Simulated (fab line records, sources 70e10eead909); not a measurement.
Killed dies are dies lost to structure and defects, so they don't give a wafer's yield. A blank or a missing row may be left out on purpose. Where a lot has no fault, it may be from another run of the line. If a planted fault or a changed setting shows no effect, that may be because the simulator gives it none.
Which tool is to blame? ; flow nandHarc ; 24 lots with 72 wafers sampled at 4 steps, on a route of 1159 steps

## WHAT THE GAUGES SHOWED, per wafer
NHARC_P_M2_OVL_MEAS_10: pitch 340 nm.
lot;measured;on;overlayXNm (nm);overlayYNm (nm)
L074;day 6 07:04;overlay-01;-0.6 -1.0 -1.2;1.5 0.7 1.2
L075;day 6 20:19;overlay-01;-0.6 -0.2 0.0;-0.5 -0.3 -0.5
L076;day 6 20:35;overlay-01;0.4 0.0 0.7;0.3 0.5 0.7
L077;day 6 22:05;overlay-01;-0.7 -0.7 -0.4;0.5 0.5 0.6
L079;day 7 12:44;overlay-02;0.3 0.3 0.4;0.6 1.1 1.0
L078;day 7 13:56;overlay-01;-0.3 -0.8 0.0;3.1 2.5 2.7
L080;day 7 14:05;overlay-02;0.0 -0.3 -0.1;0.2 0.1 0.4
L081;day 7 21:04;overlay-02;0.3 0.2 -0.1;-0.3 -0.3 -0.4
L083;day 8 07:16;overlay-01;-0.6 -0.1 -0.2;-0.5 -0.5 -0.3
L082;day 8 10:10;overlay-01;1.5 1.1 1.9;-0.5 -0.3 -0.6
L085;day 8 21:23;overlay-01;0.6 -0.1 0.2;1.0 0.8 0.1
L084;day 8 21:34;overlay-02;-0.9 -1.2 -2.1;-2.1 -1.6 -1.2
L086;day 9 09:58;overlay-01;-1.3 -0.8 -1.0;1.4 1.2 1.5
L088;day 9 10:27;overlay-02;0.1 -0.3 -0.3;-0.5 -0.3 0.3
L087;day 9 11:13;overlay-02;-0.2 -0.8 -0.5;-0.5 -0.4 -0.8
L089;day 10 02:35;overlay-02;1.7 2.3 2.2;1.4 1.6 1.1
L090;day 10 03:30;overlay-01;0.0 -0.2 -0.3;-0.2 0.0 -0.2
L092;day 10 13:08;overlay-01;2.3 2.7 1.9;0.0 0.3 0.3
L091;day 10 13:25;overlay-02;1.0 0.9 0.9;0.2 -0.2 0.1
L093;day 10 17:07;overlay-02;0.0 0.1 0.0;0.1 0.9 -0.3
L094;day 11 04:52;overlay-01;0.4 0.9 1.1;-0.4 -0.9 -0.4
L095;day 11 09:31;overlay-01;-0.2 0.0 -0.2;-0.6 -0.3 0.0
L097;day 11 14:28;overlay-02;0.1 0.7 0.4;0.0 -0.1 -0.4
L096;day 11 15:27;overlay-01;-1.1 -1.6 -0.9;-1.6 -0.6 -0.7

NHARC_P_M2_CD_MEAS_16.
lot;measured;on;cdNm (nm)
L074;day 6 07:28;cdSem-01;170.3 170.3 170.4
L075;day 6 20:44;cdSem-01;170.4 170.4 169.7
L076;day 6 20:59;cdSem-01;171.0 170.6 170.6
L077;day 6 22:29;cdSem-02;170.4 169.5 169.7
L079;day 7 13:13;cdSem-03;170.7 171.2 171.1
L078;day 7 14:21;cdSem-03;170.1 169.4 169.6
L080;day 7 14:30;cdSem-02;170.2 169.5 169.8
L081;day 7 21:28;cdSem-01;170.0 169.7 169.7
L083;day 8 07:41;cdSem-02;170.9 170.6 171.3
L082;day 8 10:35;cdSem-01;170.2 169.7 169.9
L085;day 8 21:47;cdSem-03;168.8 169.1 169.3
L084;day 8 21:59;cdSem-03;168.7 169.4 169.3
L086;day 9 10:22;cdSem-03;170.0 170.3 170.2
L088;day 9 10:58;cdSem-02;169.8 168.8 169.1
L087;day 9 11:38;cdSem-03;170.6 170.1 170.3
L089;day 10 02:59;cdSem-02;170.5 170.1 170.1
L090;day 10 03:54;cdSem-01;170.9 170.7 171.4
L092;day 10 13:32;cdSem-01;169.7 170.2 170.3
L091;day 10 13:49;cdSem-01;170.2 170.3 169.9
L093;day 10 17:31;cdSem-03;169.4 170.4 170.1
L094;day 11 05:17;cdSem-02;170.7 169.8 170.7
L095;day 11 09:55;cdSem-01;170.1 170.3 170.6
L097;day 11 14:53;cdSem-01;169.8 169.0 168.1
L096;day 11 15:52;cdSem-02;170.1 169.9 170.0

NHARC_P_M2_INSPECT_27.
lot;measured;on;rawDefectCount
L074;day 6 09:44;defectInspect-01;460 321 602
L075;day 6 23:08;defectInspect-01;422 642 402
L076;day 6 23:25;defectInspect-02;202 228 198
L077;day 7 00:46;defectInspect-01;277 564 706
L079;day 7 15:40;defectInspect-02;321 351 345
L078;day 7 16:49;defectInspect-02;158 182 350
L080;day 7 16:51;defectInspect-01;328 344 357
L081;day 7 23:44;defectInspect-02;302 430 213
L083;day 8 09:57;defectInspect-02;132 292 233
L082;day 8 12:53;defectInspect-01;289 386 299
L085;day 9 00:05;defectInspect-01;358 400 212
L084;day 9 00:17;defectInspect-01;376 309 228
L086;day 9 13:05;defectInspect-02;387 240 412
L088;day 9 13:28;defectInspect-02;196 142 180
L087;day 9 13:53;defectInspect-02;511 315 419
L089;day 10 05:20;defectInspect-02;683 770 611
L090;day 10 06:13;defectInspect-02;321 193 207
L092;day 10 15:53;defectInspect-01;462 486 290
L091;day 10 16:08;defectInspect-02;270 200 276
L093;day 10 20:01;defectInspect-01;245 472 372
L094;day 11 07:38;defectInspect-01;340 289 236
L095;day 11 12:22;defectInspect-02;166 161 235
L097;day 11 17:19;defectInspect-01;388 503 324
L096;day 11 18:08;defectInspect-02;446 535 354

## WHAT TOOL EACH LOT RAN ON (gives the tool, then ch and the chambers of the sampled wafers, and finally the start)
lot;NHARC_P_M2_ANNEAL_31
L074;rtpAnneal-02 ch 0, day 6 08:55
L075;rtpAnneal-02 ch 0, day 6 22:28
L076;rtpAnneal-01 ch 0, day 6 22:35
L077;rtpAnneal-01 ch 0, day 6 23:57
L079;rtpAnneal-02 ch 0, day 7 14:53
L078;rtpAnneal-01 ch 0, day 7 16:02
L080;rtpAnneal-02 ch 0, day 7 16:01
L081;rtpAnneal-01 ch 0, day 7 22:55
L083;rtpAnneal-01 ch 0, day 8 09:14
L082;rtpAnneal-01 ch 0, day 8 12:08
L085;rtpAnneal-01 ch 0, day 8 23:17
L084;rtpAnneal-02 ch 0, day 8 23:31
L086;rtpAnneal-02 ch 0, day 9 12:16
L088;rtpAnneal-01 ch 0, day 9 12:39
L087;rtpAnneal-01 ch 0, day 9 13:07
L089;rtpAnneal-02 ch 0, day 10 04:35
L090;rtpAnneal-01 ch 0, day 10 05:24
L092;rtpAnneal-02 ch 0, day 10 15:04
L091;rtpAnneal-01 ch 0, day 10 15:19
L093;rtpAnneal-02 ch 0, day 10 19:12
L094;rtpAnneal-01 ch 0, day 11 06:55
L095;rtpAnneal-02 ch 0, day 11 11:35
L097;rtpAnneal-02 ch 0, day 11 16:29
L096;rtpAnneal-01 ch 0, day 11 17:20
- NHARC_P_M2_ANNEAL_31: time 90 s.

## WHAT THE TOOLS THEMSELVES READ (means of the sampled wafers that have a number; where no wafer has one, the mark that the record gives instead)
NHARC_P_M2_ANNEAL_31.
lot;tool;annealTempCMax;wafer_temp_C_max
L074;rtpAnneal-02;225.59;226.2
L075;rtpAnneal-02;225.74;226.4
L076;rtpAnneal-01;226.17;225.8
L077;rtpAnneal-01;226.02;225.8
L079;rtpAnneal-02;225.75;226.4
L078;rtpAnneal-01;226.24;225.8
L080;rtpAnneal-02;226.04;226.4
L081;rtpAnneal-01;225.96;225.7
L083;rtpAnneal-01;225.81;226.0
L082;rtpAnneal-01;225.52;225.6
L085;rtpAnneal-01;225.91;225.7
L084;rtpAnneal-02;225.75;226.3
L086;rtpAnneal-02;225.77;226.4
L088;rtpAnneal-01;225.94;225.7
L087;rtpAnneal-01;226.09;225.9
L089;rtpAnneal-02;225.81;226.6
L090;rtpAnneal-01;225.83;225.8
L092;rtpAnneal-02;225.44;226.3
L091;rtpAnneal-01;225.75;225.9
L093;rtpAnneal-02;225.97;226.2
L094;rtpAnneal-01;225.60;225.9
L095;rtpAnneal-02;225.73;226.4
L097;rtpAnneal-02;225.53;226.4
L096;rtpAnneal-01;225.77;225.7

## THE ANSWER, worked out from the rows above alone
Rule: usual is defined by the lots themselves. Put in order of their means at a reading, lots are off if they are a third of the lots or fewer, leave a main group of 4 or more, and stand apart from it by a gap of 3 or more times the standard deviation of the main group's means; of several such gaps the widest counts. A main group whose means are all the same, to the digits that the tables above print for the reading, isn't used. Also off: a lot with no number at a reading for which 4 or more lots have one. Where the step has rows for the other lots, those lots are counted as sound. The gauges are gone through in route order, then the tools' own readings, and for those a lot's mean is taken as printed above. At the first step where some lot is off, the reading lying furthest off is the one used; lots without a number count as furthest.
Across all readings shown, no lot is off: no conclusion can be drawn from this.

## WHAT THE SIMULATOR PUT IN
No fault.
